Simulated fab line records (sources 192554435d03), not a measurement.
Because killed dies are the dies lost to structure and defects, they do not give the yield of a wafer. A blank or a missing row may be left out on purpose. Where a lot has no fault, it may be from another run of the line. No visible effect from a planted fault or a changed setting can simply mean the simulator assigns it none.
Chamber matching | flow n5_finfet | rie_diel-05 running N5_BEOL_M0_SAQP_DESCUM_19: 4 sister chambers
The step chemistry O2, time 7.9 s. 4 wafers are shown with their chamber, then 8 later ones without.

## WAFERS PAIRED WITH THEIR CHAMBERS
wafer  | chamber | drypump_motor_current_A (A)
L080.1 | 2       | 5.33
L080.6 | 3       | 5.98
L082.2 | 0       | 5.50
L088.1 | 1       | 5.73

## WAFERS WITHOUT THEIR CHAMBER
wafer  | drypump_motor_current_A (A)
L088.2 | 5.97
L088.3 | 5.33
L088.4 | 5.48
L088.5 | 5.75
L088.6 | 5.32
L092.1 | 5.79
L092.3 | 5.33
L092.4 | 5.50

## THE CHAMBER EACH PASSED THROUGH
wafer  | from the rows above | in truth
L088.2 | 3                   | 3
L088.3 | 2                   | 2
L088.4 | 0                   | 0
L088.5 | 1                   | 1
L088.6 | 2                   | 2
L092.1 | 1                   | 1
L092.3 | 2                   | 2
L092.4 | 0                   | 0
Correct placement for 8 of the 8. Number that these rows cannot place: 0. Placed wrongly: 0.
How it was worked out, from the rows above alone: a wafer's distance from a chamber is the root of the sum, over the readings, of the square of ((its reading less the chamber's mean) divided by the reading's scatter). If the next closest chamber is less than 2 further off than the closest, the wafer can't be placed; otherwise it belongs to the closest. A chamber's mean is the mean of its shown wafers. The scatter: root of mean squared gap, hidden wafer to nearest shown wafer, with one shown wafer a chamber.
